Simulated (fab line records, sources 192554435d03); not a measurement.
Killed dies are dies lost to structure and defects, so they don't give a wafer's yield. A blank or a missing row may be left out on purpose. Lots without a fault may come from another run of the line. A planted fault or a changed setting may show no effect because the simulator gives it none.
Split-lot experiment | flow n5_finfet | 7 lots, 21 wafers read, on a route of 1938 steps

THE SPLIT
At N5_BEOL_M3_EXPOSE_25 (exposes mask V2, defocus 5 nm), the setting dose_mj was moved away from the recipe's 63 on 11 of the 21 wafers read, by -6.0% to +5.8%. The other wafers ran this setting at the recipe's value.

FROM THE SPLIT TO THE READING: what the file shows between them, 2 steps
- N5_BEOL_M3_PEB_26: peb time 60 s
- N5_BEOL_M3_DEVELOP_27: develop time 30 s

THE READING
cd_nm, in nm, at N5_BEOL_M3_CD_MEAS_28 (target cd 25.7 nm, target cd y 23.3 nm). Fault-free wafers of this fab line usually give 25.64 nm, standard deviation 0.26 nm.

wafer  | tool, chamber at the split | dose_mj as run | against the recipe | cd_nm, nm | against lot-mates on the recipe
L077.2 | euv_scanner-02, 0          | 59.48          | -5.6%              | 24.66     | -0.95
L077.5 | euv_scanner-02, 0          | 63             | recipe             | 25.61     | -
L077.6 | euv_scanner-02, 0          | 59.48          | -5.6%              | 24.79     | -0.82
L080.2 | euv_scanner-02, 0          | 66.53          | +5.6%              | 26.68     | +0.63
L080.3 | euv_scanner-02, 0          | 66.53          | +5.6%              | 26.90     | +0.85
L080.5 | euv_scanner-02, 0          | 63             | recipe             | 26.05     | -
L085.2 | euv_scanner-01, 0          | 63             | recipe             | 25.28     | -
L085.3 | euv_scanner-01, 0          | 63             | recipe             | 25.18     | -
L085.5 | euv_scanner-01, 0          | 63             | recipe             | 25.41     | -
L090.2 | euv_scanner-01, 0          | 63             | recipe             | 25.69     | -
L090.4 | euv_scanner-01, 0          | 65.91          | +4.6%              | 26.64     | +0.95
L090.6 | euv_scanner-01, 0          | 65.91          | +4.6%              | 26.66     | +0.97
L093.1 | euv_scanner-01, 0          | 63             | recipe             | 25.18     | -
L093.5 | euv_scanner-01, 0          | 63             | recipe             | 25.43     | -
L093.6 | euv_scanner-01, 0          | 66.63          | +5.8%              | 26.41     | +1.11
L096.3 | euv_scanner-01, 0          | 59.24          | -6.0%              | 24.64     | -0.86
L096.4 | euv_scanner-01, 0          | 59.24          | -6.0%              | 24.71     | -0.79
L096.6 | euv_scanner-01, 0          | 63             | recipe             | 25.50     | -
L097.3 | euv_scanner-02, 0          | 63             | recipe             | 25.56     | -
L097.5 | euv_scanner-02, 0          | 65.81          | +4.5%              | 26.15     | +0.59
L097.6 | euv_scanner-02, 0          | 65.81          | +4.5%              | 26.33     | +0.77

THE FIT
A straight line over all 21 wafers: cd_nm changes by +0.174 nm for each +1% of dose_mj; r = +0.94; the points scatter about the line by 0.24 nm.
The same after taking each lot's own level away (the mean of its wafers on the recipe; 21 wafers): +0.157 nm for each +1%; r = +0.98; scatter 0.13 nm.
On that fit, the largest move of dose_mj shifts the reading by 0.94 nm.
The lots' own levels span 25.290 to 26.050 nm, that is 2.9 times the standard deviation above.
So the lot-to-lot level changes the slope: the two fits differ.
Check: with one of the wafers moved furthest among these (-6.0%) left out of the fit, the line predicts -0.922 nm for it against its lot-mates. It came out at -0.86 nm against them.

OTHER SPLITS ON THESE WAFERS
These wafers also went through other splits before the reading. Each is held against what the fit with the lots' levels taken away leaves over:
other split on the same wafers    | wafers away from the commonest value | r with cd_nm (lot level and that fit taken away)
N5_BEOL_M0_SAQP_EXPOSE_11 dose_mj | 6                                    | -0.09
N5_BEOL_M1_ETCH_77 source_w       | 7                                    | -0.42
N5_BEOL_M2_COAT_22 spin_rpm       | 10                                   | -0.30
N5_BEOL_M2_DESCUM_33 time_s       | 6                                    | -0.02

THE FILE'S OWN FIT
cd_nm changes by +0.161 nm for each +1% of dose_mj, r = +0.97.
